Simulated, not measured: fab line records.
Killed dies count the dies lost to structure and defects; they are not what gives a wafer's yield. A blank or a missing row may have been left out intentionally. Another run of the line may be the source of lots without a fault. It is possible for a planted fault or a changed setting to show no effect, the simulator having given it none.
Matching of chambers | flow n5Finfet | pecvd-03 running N5_BEOL_M5_ILD_DEP_00: 3 sister chambers
The step deposits SiCOH lowk from DEMS/porogen, target thk 140.64 nm, time 25.9 s. 20 wafers are shown with their chamber, then 10 later ones without.

WAFERS PAIRED WITH THEIR CHAMBERS
wafer  | chamber | throttleValvePct (%) | showerheadPlenumPTorr (Torr) | heaterPowerW (W)
L077.2 | 2       | 12.7                 | 5.751                        | 323
L077.3 | 0       | 14.7                 | 5.739                        | 282
L077.6 | 0       | 14.8                 | 5.751                        | 288
L078.1 | 1       | 14.6                 | 5.722                        | 246
L078.3 | 0       | 14.6                 | 5.749                        | 291
L078.6 | 0       | 14.5                 | 5.754                        | 294
L081.1 | 2       | 12.4                 | 5.739                        | 304
L081.3 | 1       | 14.9                 | 5.730                        | 229
L081.5 | 1       | 14.7                 | 5.717                        | 234
L082.1 | 1       | 14.8                 | 5.715                        | 278
L082.2 | 2       | 13.0                 | 5.729                        | 330
L082.3 | 0       | 14.8                 | 5.752                        | 326
L084.1 | 0       | 14.9                 | 5.741                        | 348
L084.3 | 0       | 14.7                 | 5.753                        | 273
L084.6 | 2       | 12.9                 | 5.730                        | 293
L085.3 | 0       | 14.4                 | 5.747                        | 295
L085.4 | 2       | 12.9                 | 5.749                        | 356
L085.6 | 0       | 14.7                 | 5.742                        | 285
L089.3 | 0       | 14.6                 | 5.736                        | 273
L089.4 | 2       | 12.9                 | 5.737                        | 301

SIGNATURES (averages over the wafers above)
reading               | chamber 0 | chamber 1 | chamber 2 | scatter within a chamber
throttleValvePct      | 14.670    | 14.750    | 12.800    | 0.17
showerheadPlenumPTorr | 5.74640   | 5.72100   | 5.73917   | 0.00742
heaterPowerW          | 295.50    | 246.75    | 317.83    | 23.3
Rule: a wafer lies at a distance from a chamber equal to the root of the sum of squares, over the readings, of (its reading less the chamber's mean, divided by the reading's scatter). The wafer belongs to the nearest chamber; if the next one is less than 2 further off, it can't be placed. How the scatter is found: for the shown wafers, subtract from each reading the mean of its chamber, square and add these, divide the total by (wafers less chambers), then take the root.

WAFERS WITH NO CHAMBER GIVEN
wafer  | throttleValvePct (%) | showerheadPlenumPTorr (Torr) | heaterPowerW (W)
L089.6 | 14.8                 | 5.735                        | 284
L090.2 | 14.7                 | 5.724                        | 256
L090.4 | 14.8                 | 5.734                        | 265
L090.6 | 12.7                 | 5.750                        | 346
L091.1 | 14.9                 | 5.723                        | 257
L091.3 | 14.9                 | 5.742                        | 277
L091.6 | 14.6                 | 5.758                        | 291
L096.1 | 14.8                 | 5.729                        | 276
L096.2 | 14.9                 | 5.737                        | 326
L096.3 | 12.9                 | 5.747                        | 349

WHICH CHAMBER EACH WENT THROUGH
wafer  | from the rows above     | in truth
L089.6 | can't be placed: 0 or 1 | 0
L090.2 | 1                       | 1
L090.4 | can't be placed: 1 or 0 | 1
L090.6 | 2                       | 2
L091.1 | 1                       | 1
L091.3 | can't be placed: 0 or 1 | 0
L091.6 | 0                       | 0
L096.1 | can't be placed: 1 or 0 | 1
L096.2 | can't be placed: 0 or 1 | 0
L096.3 | 2                       | 2
Placed correctly: 5 of 10. Unplaceable from these rows: 5, with the true chamber sitting among the candidates in 5. Wrongly placed: 0.
